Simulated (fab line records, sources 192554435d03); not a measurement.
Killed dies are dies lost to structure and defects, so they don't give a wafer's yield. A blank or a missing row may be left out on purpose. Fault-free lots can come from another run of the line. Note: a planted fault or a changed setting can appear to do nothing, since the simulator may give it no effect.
fab line records + flow n5Finfet
[record]
- lots = 10
- wafers = 29
- lastDay = 18
route steps=1938 shown BEOL_M9@1454 BEOL_M10@1485 PASSIVATION@1936
lots with no fault: from the same line, run without faults
startH: start of the lot's first displayed wafer, in hours after the record's first day + waitH: hours elapsed since this lot's preceding step + " identical to the entry in the row above + L1.1+2: one row covering several wafers at once + - no value, or no start was given + * or withheld: withheld + < > ~ a bound
route shown NAME@n: a module of which the file shows steps, and the number in the route of the first + usual: the fault-free wafers' mean and standard deviation + same: alike in all rows + chamber/n: place in a boat + sites: readings site by site + _std_site: standard deviation across them + _edge_site: inner sites' mean taken away from outer sites' mean + radiusMm: how far each site lies from the wafer's centre + mask NAME#n: copy n + behind: tool/chamber where the wafer was last shaped + hold: the reason the lot was held/the length of the hold in hours/how it ended + device: names the non-switching transistor (n, p or np) + end of line: tests run on the same wafers once the route is complete + where a step has no rows: the recipe by itself + killed: the dies lost at the first sort to structure and to defects; this is not the yield of the wafer + map: dies across one wafer; x = killed, . = not, _ = none there
set.NAME: the setting that was run; set.NAME@STEP: the one run at that earlier step + model.NAME: the simulator's own value behind a step, which no gauge read
one table for each step of the route and one row for each wafer, over a sample of lots
services: when a tool's chamber went out of use (startH, in hours from the record's first day, below 0 if earlier), for how many hours, and the reason
[[steps]]
[step N5_BEOL_M9_CD_MEAS_35]
[recipe]
- targetCdNm = 70
- targetCdYNm = 40
- polarity = opening
[usual]
- cdNm = 69.9/0.6
| lot.wafer | tool     | chamber | startH | waitH | cdNm |
|-----------|----------|---------|--------|-------|------|
| L779.4    | cdSem-03 | -       | 203.63 | 0.0   | 70.8 |
| L779.5    | "        | -       | "      | "     | 70.8 |
| L779.6    | "        | -       | "      | "     | 70.1 |
| L780.2    | cdSem-03 | -       | 226.36 | 0.0   | 70.4 |
| L780.3    | "        | -       | "      | "     | 70.7 |
| L780.4    | "        | -       | "      | "     | 71.0 |
| L782.3    | cdSem-01 | -       | 243.73 | 0.0   | 69.4 |
| L782.4    | "        | -       | "      | "     | 69.0 |
| L782.5    | "        | -       | "      | "     | 68.8 |
| L783.3    | cdSem-03 | -       | 251.74 | 0.0   | 69.0 |
| L783.4    | "        | -       | "      | "     | 70.0 |
| L783.5    | "        | -       | "      | "     | 69.2 |
| L784.1    | cdSem-02 | -       | 256.21 | 0.0   | 69.2 |
| L784.4    | "        | -       | "      | "     | 69.4 |
| L784.6    | "        | -       | "      | "     | 68.9 |
| L785.1    | cdSem-01 | -       | 256.26 | 0.0   | 68.7 |
| L785.3    | "        | -       | "      | "     | 69.4 |
| L785.4    | "        | -       | "      | "     | 69.9 |
| L787.1    | cdSem-03 | -       | 290.54 | 0.0   | 69.9 |
| L787.4    | "        | -       | "      | "     | 70.5 |
| L787.6    | "        | -       | "      | "     | 69.5 |
| L791.4    | cdSem-03 | -       | 307.08 | 0.0   | 70.8 |
| L791.5    | "        | -       | "      | "     | 70.0 |
| L798.1    | cdSem-03 | -       | 328.97 | 0.0   | 68.6 |
| L798.3    | "        | -       | "      | "     | 70.4 |
| L798.5    | "        | -       | "      | "     | 70.6 |
| L802.2    | cdSem-03 | -       | 378.27 | 0.0   | 69.0 |
| L802.3    | "        | -       | "      | "     | 69.6 |
| L802.4    | "        | -       | "      | "     | 69.0 |
[step N5_BEOL_M9_ANNEAL_51]
[recipe]
- tempC = 225
- timeS = 90
- ambient = N2
[usual]
- wafer_temp_C_max = 225.87/0.23
| lot.wafer | tool         | chamber | startH | waitH | wafer_temp_C_max |
|-----------|--------------|---------|--------|-------|------------------|
| L779.4    | rtpAnneal-02 | 0       | 206.70 | 0.3   | 225.67           |
| L779.5    | "            | 0       | "      | "     | 225.69           |
| L779.6    | "            | 0       | "      | "     | 225.73           |
| L780.2    | rtpAnneal-02 | 0       | 228.31 | 0.3   | 225.97           |
| L780.3    | "            | 0       | "      | "     | 225.75           |
| L780.4    | "            | 0       | "      | "     | 225.77           |
| L782.3    | rtpAnneal-01 | 0       | 245.53 | 0.2   | 225.59           |
| L782.4    | "            | 0       | "      | "     | 225.98           |
| L782.5    | "            | 0       | "      | "     | 225.71           |
| L783.3    | rtpAnneal-01 | 0       | 253.58 | 0.1   | 226.21           |
| L783.4    | "            | 0       | "      | "     | 225.64           |
| L783.5    | "            | 0       | "      | "     | 225.89           |
| L784.1    | rtpAnneal-01 | 0       | 257.80 | 0.1   | 225.72           |
| L784.4    | "            | 0       | "      | "     | 226.22           |
| L784.6    | "            | 0       | "      | "     | 225.95           |
| L785.1    | rtpAnneal-02 | 0       | 258.02 | 0.1   | 225.76           |
| L785.3    | "            | 0       | "      | "     | 225.73           |
| L785.4    | "            | 0       | "      | "     | 225.71           |
| L787.1    | rtpAnneal-02 | 0       | 292.35 | 0.2   | 225.63           |
| L787.4    | "            | 0       | "      | "     | 225.61           |
| L787.6    | "            | 0       | "      | "     | 225.81           |
| L791.4    | rtpAnneal-01 | 0       | 309.34 | 0.9   | 225.95           |
| L791.5    | "            | 0       | "      | "     | 225.68           |
| L798.1    | rtpAnneal-02 | 0       | 330.82 | 0.3   | 225.69           |
| L798.3    | "            | 0       | "      | "     | 225.79           |
| L798.5    | "            | 0       | "      | "     | 226.01           |
| L802.2    | rtpAnneal-01 | 0       | 379.95 | 0.1   | 226.12           |
| L802.3    | "            | 0       | "      | "     | 225.89           |
| L802.4    | "            | 0       | "      | "     | 225.91           |
[step N5_BEOL_M9_CMP_52]
[recipe]
- stopOn = SiCOH_lowk
- tOverpolishS = 7
- downForcePsi = 1
- platenRpm = 50
- clearingPlatenDownForcePsi = 1.5
- clearingPlatenRpm = 50
- postCmpClean = cuAlkaline
- targetThkNm = 140
- clearingPlatenPadVelocityMS = 0.99484
- padVelocityMS = 0.99484
[usual]
- barrierFieldEndpointS = 28.8/0.67
- motorCurrentA = 6.0/0.67
- overpolishRunS = 7.000/0.0086
- slurryFlowMlMin = 150.0/0.44
- timeToEndpointS = 67/3
[same]
- tOverpolishS = 7
| lot.wafer | tool   | chamber | startH | waitH | barrierFieldEndpointS | motorCurrentA | overpolishRunS | slurryFlowMlMin | timeToEndpointS |
|-----------|--------|---------|--------|-------|-----------------------|---------------|----------------|-----------------|-----------------|
| L779.4    | cmp-04 | 0       | 206.86 | 0.1   | 28.7                  | 6.4           | 7.004          | 149.5           | 71              |
| L779.6    | "      | 0       | "      | "     | 28.0                  | 6.3           | 7.005          | 149.5           | 67              |
| L779.5    | "      | 1       | "      | "     | 29.2                  | 6.8           | 6.997          | 149.7           | 69              |
| L780.3    | cmp-02 | 2       | 228.56 | 0.2   | 29.2                  | 5.6           | 7.009          | 150.5           | 67              |
| L780.4    | "      | 3       | "      | "     | 28.9                  | 7.2           | 6.989          | 149.7           | 64              |
| L780.2    | "      | 1       | "      | "     | 29.0                  | 5.3           | 7.003          | 150.2           | 69              |
| L782.4    | cmp-02 | 3       | 245.78 | 0.2   | 29.1                  | 7.2           | 7.004          | 150.2           | 65              |
| L782.3    | "      | 0       | "      | "     | 29.6                  | 6.2           | 7.007          | 149.9           | 70              |
| L782.5    | "      | 2       | "      | "     | 29.1                  | 5.2           | 7.008          | 150.1           | 67              |
| L783.3    | cmp-04 | 1       | 253.83 | 0.2   | 30.0                  | 7.1           | 7.000          | 150.7           | 72              |
| L783.4    | "      | 3       | "      | "     | 29.0                  | 6.1           | 6.987          | 150.4           | 67              |
| L783.5    | "      | 0       | "      | "     | 29.3                  | 6.4           | 7.015          | 150.2           | 68              |
| L784.1    | cmp-04 | 0       | 258.18 | 0.3   | 29.1                  | 6.0           | 6.998          | 150.1           | 67              |
| L784.4    | "      | 1       | "      | "     | 29.3                  | 6.9           | 6.989          | 149.1           | 70              |
| L784.6    | "      | 2       | "      | "     | 29.4                  | 5.9           | 6.992          | 150.5           | 68              |
| L785.1    | cmp-02 | 0       | 258.32 | 0.3   | 29.7                  | 6.0           | 6.999          | 150.2           | 76              |
| L785.4    | "      | 2       | "      | "     | 29.0                  | 5.4           | 7.002          | 149.9           | 70              |
| L785.3    | "      | 3       | "      | "     | 28.5                  | 7.2           | 6.993          | 149.6           | 68              |
| L787.1    | cmp-01 | 0       | 292.65 | 0.3   | 27.8                  | 5.2           | 7.006          | 150.5           | 66              |
| L787.4    | "      | 1       | "      | "     | 28.9                  | 5.4           | 6.999          | 150.1           | 67              |
| L787.6    | "      | 1       | "      | "     | 29.1                  | 5.1           | 6.989          | 149.2           | 69              |
| L791.4    | cmp-04 | 2       | 309.54 | 0.2   | 28.4                  | 5.7           | 7.002          | 150.0           | 64              |
| L791.5    | "      | 2       | "      | "     | 28.3                  | 6.2           | 6.987          | 149.6           | 65              |
| L798.3    | cmp-02 | 1       | 331.30 | 0.3   | 30.0                  | 5.5           | 6.987          | 150.9           | 69              |
| L798.1    | "      | 2       | "      | "     | 29.1                  | 5.9           | 6.999          | 150.0           | 70              |
| L798.5    | "      | 1       | "      | "     | 29.9                  | 5.5           | 6.994          | 150.6           | 71              |
| L802.4    | cmp-04 | 3       | 380.20 | 0.1   | 29.3                  | 6.2           | 7.004          | 150.4           | 65              |
| L802.3    | "      | 0       | "      | "     | 29.4                  | 6.4           | 6.999          | 149.2           | 67              |
| L802.2    | "      | 1       | "      | "     | 29.2                  | 6.7           | 6.997          | 150.2           | 71              |
[step N5_BEOL_M9_PRE_CLEAN_55]
[recipe]
- gas = NH3
- timeS = 15
- tempC = withheld
- rfPowerW = 300
[usual]
- rfFwdPowerW = 294.9/1.8
| lot.wafer | tool     | chamber | startH | waitH | rfFwdPowerW |
|-----------|----------|---------|--------|-------|-------------|
| L779.4    | pecvd-04 | 2       | 207.21 | 0.0   | 296.1       |
| L779.5    | "        | 1       | "      | "     | 297.1       |
| L779.6    | "        | 0       | "      | "     | 298.3       |
| L780.2    | pecvd-04 | 1       | 228.89 | 0.0   | 296.2       |
| L780.3    | "        | 2       | "      | "     | 297.0       |
| L780.4    | "        | 1       | "      | "     | 296.3       |
| L782.3    | pecvd-02 | 1       | 246.07 | 0.0   | 293.9       |
| L782.4    | "        | 0       | "      | "     | 294.9       |
| L782.5    | "        | 2       | "      | "     | 292.6       |
| L783.3    | pecvd-02 | 0       | 254.12 | 0.0   | 295.5       |
| L783.4    | "        | 2       | "      | "     | 292.5       |
| L783.5    | "        | 1       | "      | "     | 294.1       |
| L784.1    | pecvd-04 | 1       | 258.43 | 0.0   | 295.6       |
| L784.4    | "        | 2       | "      | "     | 296.5       |
| L784.6    | "        | 2       | "      | "     | 296.7       |
| L785.1    | pecvd-02 | 1       | 258.65 | 0.0   | 294.9       |
| L785.3    | "        | 2       | "      | "     | 292.9       |
| L785.4    | "        | 1       | "      | "     | 293.7       |
| L787.1    | pecvd-02 | 1       | 292.99 | 0.0   | 294.2       |
| L787.4    | "        | 1       | "      | "     | 294.2       |
| L787.6    | "        | 0       | "      | "     | 294.5       |
| L791.4    | pecvd-02 | 1       | 309.85 | 0.0   | 293.1       |
| L791.5    | "        | 2       | "      | "     | 293.0       |
| L798.1    | pecvd-01 | 2       | 331.59 | 0.0   | 294.7       |
| L798.3    | "        | 1       | "      | "     | 297.6       |
| L798.5    | "        | 0       | "      | "     | 294.2       |
| L802.2    | pecvd-04 | 1       | 380.54 | 0.0   | 295.6       |
| L802.3    | "        | 0       | "      | "     | 297.2       |
| L802.4    | "        | 0       | "      | "     | 297.5       |
[step N5_BEOL_M9_INSPECT_58]
[recipe]
- inspectInstrument = darkfield
- mode = postDep
[usual]
- rawDefectCount = 68/20
| lot.wafer | tool             | chamber | startH | waitH | rawDefectCount |
|-----------|------------------|---------|--------|-------|----------------|
| L779.4    | defectInspect-01 | -       | 207.32 | 0.0   | 61             |
| L779.5    | "                | -       | "      | "     | 43             |
| L779.6    | "                | -       | "      | "     | 67             |
| L780.2    | defectInspect-01 | -       | 229.01 | 0.0   | 58             |
| L780.3    | "                | -       | "      | "     | 60             |
| L780.4    | "                | -       | "      | "     | 40             |
| L782.3    | defectInspect-01 | -       | 246.20 | 0.0   | 41             |
| L782.4    | "                | -       | "      | "     | 39             |
| L782.5    | "                | -       | "      | "     | 47             |
| L783.3    | defectInspect-02 | -       | 254.25 | 0.0   | 90             |
| L783.4    | "                | -       | "      | "     | 67             |
| L783.5    | "                | -       | "      | "     | 105            |
| L784.1    | defectInspect-01 | -       | 258.59 | 0.0   | 63             |
| L784.4    | "                | -       | "      | "     | 60             |
| L784.6    | "                | -       | "      | "     | 48             |
| L785.1    | defectInspect-02 | -       | 258.77 | 0.0   | 61             |
| L785.3    | "                | -       | "      | "     | 44             |
| L785.4    | "                | -       | "      | "     | 96             |
| L787.1    | defectInspect-02 | -       | 293.11 | 0.0   | 35             |
| L787.4    | "                | -       | "      | "     | 73             |
| L787.6    | "                | -       | "      | "     | 59             |
| L791.4    | defectInspect-01 | -       | 309.96 | 0.0   | 1171           |
| L791.5    | "                | -       | "      | "     | 53             |
| L798.1    | defectInspect-02 | -       | 331.71 | 0.0   | 58             |
| L798.3    | "                | -       | "      | "     | 92             |
| L798.5    | "                | -       | "      | "     | 64             |
| L802.2    | defectInspect-02 | -       | 380.66 | 0.0   | 77             |
| L802.3    | "                | -       | "      | "     | 61             |
| L802.4    | "                | -       | "      | "     | 96             |
[step N5_BEOL_M10_INSPECT_13]
[recipe]
- mode = adi
- inspectInstrument = brightfield
[usual]
- rawDefectCount = 404/82
| lot.wafer | tool             | chamber | startH | waitH | rawDefectCount |
|-----------|------------------|---------|--------|-------|----------------|
| L779.4    | defectInspect-02 | -       | 210.47 | 0.0   | 401            |
| L779.5    | "                | -       | "      | "     | 342            |
| L779.6    | "                | -       | "      | "     | 404            |
| L780.2    | defectInspect-02 | -       | 231.55 | 0.0   | 381            |
| L780.3    | "                | -       | "      | "     | 347            |
| L780.4    | "                | -       | "      | "     | 359            |
| L782.3    | defectInspect-02 | -       | 247.91 | 0.0   | 429            |
| L782.4    | "                | -       | "      | "     | 313            |
| L782.5    | "                | -       | "      | "     | 333            |
| L783.3    | defectInspect-02 | -       | 256.87 | 0.0   | 481            |
| L783.4    | "                | -       | "      | "     | 410            |
| L783.5    | "                | -       | "      | "     | 604            |
| L784.1    | defectInspect-01 | -       | 261.30 | 0.0   | 343            |
| L784.4    | "                | -       | "      | "     | 373            |
| L784.6    | "                | -       | "      | "     | 336            |
| L785.1    | defectInspect-02 | -       | 261.49 | 0.0   | 367            |
| L785.3    | "                | -       | "      | "     | 338            |
| L785.4    | "                | -       | "      | "     | 418            |
| L787.1    | defectInspect-02 | -       | 297.50 | 0.0   | 333            |
| L787.4    | "                | -       | "      | "     | 411            |
| L787.6    | "                | -       | "      | "     | 301            |
| L791.4    | defectInspect-01 | -       | 311.62 | 0.0   | 1446           |
| L791.5    | "                | -       | "      | "     | 371            |
| L798.1    | defectInspect-01 | -       | 333.67 | 0.0   | 351            |
| L798.3    | "                | -       | "      | "     | 382            |
| L798.5    | "                | -       | "      | "     | 364            |
| L802.2    | defectInspect-02 | -       | 383.41 | 0.0   | 352            |
| L802.3    | "                | -       | "      | "     | 338            |
| L802.4    | "                | -       | "      | "     | 388            |
[step N5_BEOL_M10_INSPECT_30]
[recipe]
- mode = adi
- inspectInstrument = brightfield
[usual]
- rawDefectCount = 404/84
| lot.wafer | tool             | chamber | startH | waitH | rawDefectCount |
|-----------|------------------|---------|--------|-------|----------------|
| L779.4    | defectInspect-01 | -       | 212.60 | 0.0   | 408            |
| L779.5    | "                | -       | "      | "     | 343            |
| L779.6    | "                | -       | "      | "     | 414            |
| L780.2    | defectInspect-01 | -       | 233.43 | 0.0   | 382            |
| L780.3    | "                | -       | "      | "     | 356            |
| L780.4    | "                | -       | "      | "     | 347            |
| L782.3    | defectInspect-01 | -       | 248.86 | 0.0   | 446            |
| L782.4    | "                | -       | "      | "     | 320            |
| L782.5    | "                | -       | "      | "     | 317            |
| L783.3    | defectInspect-02 | -       | 257.82 | 0.0   | 483            |
| L783.4    | "                | -       | "      | "     | 432            |
| L783.5    | "                | -       | "      | "     | 575            |
| L784.1    | defectInspect-02 | -       | 264.11 | 0.0   | 357            |
| L784.4    | "                | -       | "      | "     | 369            |
| L784.6    | "                | -       | "      | "     | 349            |
| L785.1    | defectInspect-01 | -       | 264.28 | 0.0   | 370            |
| L785.3    | "                | -       | "      | "     | 303            |
| L785.4    | "                | -       | "      | "     | 407            |
| L787.1    | defectInspect-01 | -       | 299.94 | 0.0   | 328            |
| L787.4    | "                | -       | "      | "     | 435            |
| L787.6    | "                | -       | "      | "     | 305            |
| L791.4    | defectInspect-02 | -       | 314.04 | 0.0   | 1451           |
| L791.5    | "                | -       | "      | "     | 357            |
| L798.1    | defectInspect-01 | -       | 336.11 | 0.0   | 346            |
| L798.3    | "                | -       | "      | "     | 387            |
| L798.5    | "                | -       | "      | "     | 381            |
| L802.2    | defectInspect-01 | -       | 385.38 | 0.0   | 343            |
| L802.3    | "                | -       | "      | "     | 342            |
| L802.4    | "                | -       | "      | "     | 392            |
[step N5_PASSIVATION_PROBE_49]
[usual]
- defectLimitedYield = 91.3/1.5
- killed_at_M0_to_M3 = 34/10
- killed_at_M4_up = 13/4.9
- killedAtContacts = 13/6.1
- killedAtFrontEnd = 39/13
- killedAtOther = 4.1/2.7
- killedDies = 103/18
- killedOpen = 68/13
- killedShort = 32/7.6
- sort_bin_5_function = 5.2/1
- sort_bin_6_memory = 3.2/0.75
- sortNPass = 1077/18
- sortYieldPct = 91.3/1.5
[same]
- grossDies = 1180
- killedAtBackSide = 0
- sort_bin_4_leakage[%] = 0
- sort_bin_8_speed[%] = 0
| lot.wafer | tool      | chamber | startH | waitH | defectLimitedYield[%] | killed_at_M0_to_M3 | killed_at_M4_up | killedAtContacts | killedAtFrontEnd | killedAtOther | killedDies | killedOpen | killedShort | sort_bin_5_function[%] | sort_bin_6_memory[%] | sortNPass | sortYieldPct[%] |
|-----------|-----------|---------|--------|-------|-----------------------|--------------------|-----------------|------------------|------------------|---------------|------------|------------|-------------|------------------------|----------------------|-----------|-----------------|
| L791.4    | prober-01 | -       | 360.74 | 0.9   | 80.8                  | 27                 | 150             | 25               | 24               | 1             | 227        | 66         | 19          | 11.4                   | 4.1                  | 953       | 80.8            |
| L791.5    | prober-01 | -       | 360.79 | 0.9   | 88.8                  | 49                 | 9               | 36               | 36               | 2             | 132        | 93         | 38          | 6.9                    | 4.0                  | 1048      | 88.8            |
// killed by level:class
L791.4 BEOL_M9:unspecified=141 MOL_CONTACT_COAG:geometricParticle:open=21 BEOL_M2:geometricParticle:open=10 BEOL_M3:geometricParticle:open=9 DUMMY_GATE:geometricParticle:open=6 FIN_SAQP:geometricParticle:short=5 MOL_CONTACT_COAG:geometricParticle:short=4 BEOL_M1:geometricParticle:open=4
L791.5 MOL_CONTACT_COAG:geometricParticle:open=29 FIN_SAQP:geometricParticle:open=10 BEOL_M0_SAQP:geometricParticle:short=10 STI_FIN_REVEAL:geometricParticle:open=8 BEOL_M3:geometricParticle:open=8 MOL_CONTACT_COAG:geometricParticle:short=7 BEOL_M0_SAQP:geometricParticle:open=7 FIN_SAQP:geometricParticle:short=6
[[services]]
| tool     | chamber | startH | hours | kind                          |
|----------|---------|--------|-------|-------------------------------|
| pecvd-01 | -       | 184.12 | 2.8   | pm                            |
| pecvd-02 | 2       | 202.38 | -     | clean                         |
| pecvd-02 | 2       | 202.38 | -     | consumableReplace:showerhead  |
| pecvd-02 | 2       | 202.38 | 29.0  | scheduledDown                 |
| pecvd-02 | 2       | 202.38 | 29.0  | ventCycle                     |
| cmp-01   | -       | 211.13 | 4.0   | repair                        |
| cmp-04   | -       | 216.75 | 7.7   | pm                            |
| cmp-04   | -       | 229.91 | 4.0   | pm                            |
| cmp-04   | -       | 233.91 | -     | consumableReplace:conditioner |
| cmp-04   | -       | 233.91 | -     | consumableReplace:pad         |
| pecvd-04 | 0       | 238.16 | 8.0   | repair                        |
| cmp-02   | -       | 248.31 | 0.8   | repair                        |
| cmp-01   | -       | 280.86 | 1.0   | repair                        |
| pecvd-01 | 1       | 282.80 | 15.4  | repair                        |
| cmp-04   | -       | 283.62 | 0.9   | repair                        |
| cmp-01   | -       | 283.80 | 4.8   | pm                            |
| pecvd-01 | 2       | 293.00 | 3.6   | repair                        |
| cmp-01   | -       | 309.64 | 0.5   | repair                        |
| cmp-04   | -       | 326.14 | 6.4   | repair                        |
| cmp-02   | -       | 327.07 | 0.5   | repair                        |
| cmp-02   | -       | 345.81 | 4.0   | pm                            |
| cmp-04   | -       | 349.08 | 1.0   | repair                        |
| cmp-02   | -       | 351.66 | 3.9   | pm                            |
| pecvd-02 | 0       | 360.85 | 5.5   | scheduledDown                 |
[[key]]
[firstSign]
- step = N5_BEOL_M9_INSPECT_58
- reading = rawDefectCount
- direction = up
- sigmas = 56
- usual = 68
- struck = 1171
[effect]
- step = N5_BEOL_M10_INSPECT_13
- reading = rawDefectCount
- direction = up
- sigmas = 13
- usual = 404
- struck = 1446
[effect]
- step = N5_BEOL_M10_INSPECT_30
- reading = rawDefectCount
- direction = up
- sigmas = 12
- usual = 404
- struck = 1451
[effect]
- step = N5_PASSIVATION_PROBE_49
- reading = killed_at_M4_up
- direction = up
- sigmas = 28
- usual = 13
- struck = 150
[moreKillsBornAt]
- N5_BEOL_M9_PRE_CLEAN_55@pecvd-02 = 141
metAt N5_BEOL_M9_PRE_CLEAN_55
struckLots L791
struckWafers L791.4
notActingAt N5_BEOL_M9_CD_MEAS_35,N5_BEOL_M9_ANNEAL_51,N5_BEOL_M9_CMP_52
onsetBetween 292.99 309.85
[fault]
- kind = chamberParticleSource
- tool = pecvd-02
- chamber = 1
- onsetH = 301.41
- steps = N5_BEOL_M9_PRE_CLEAN_55
- ratePerVisitCm2 = 1.6548
- endH = 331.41
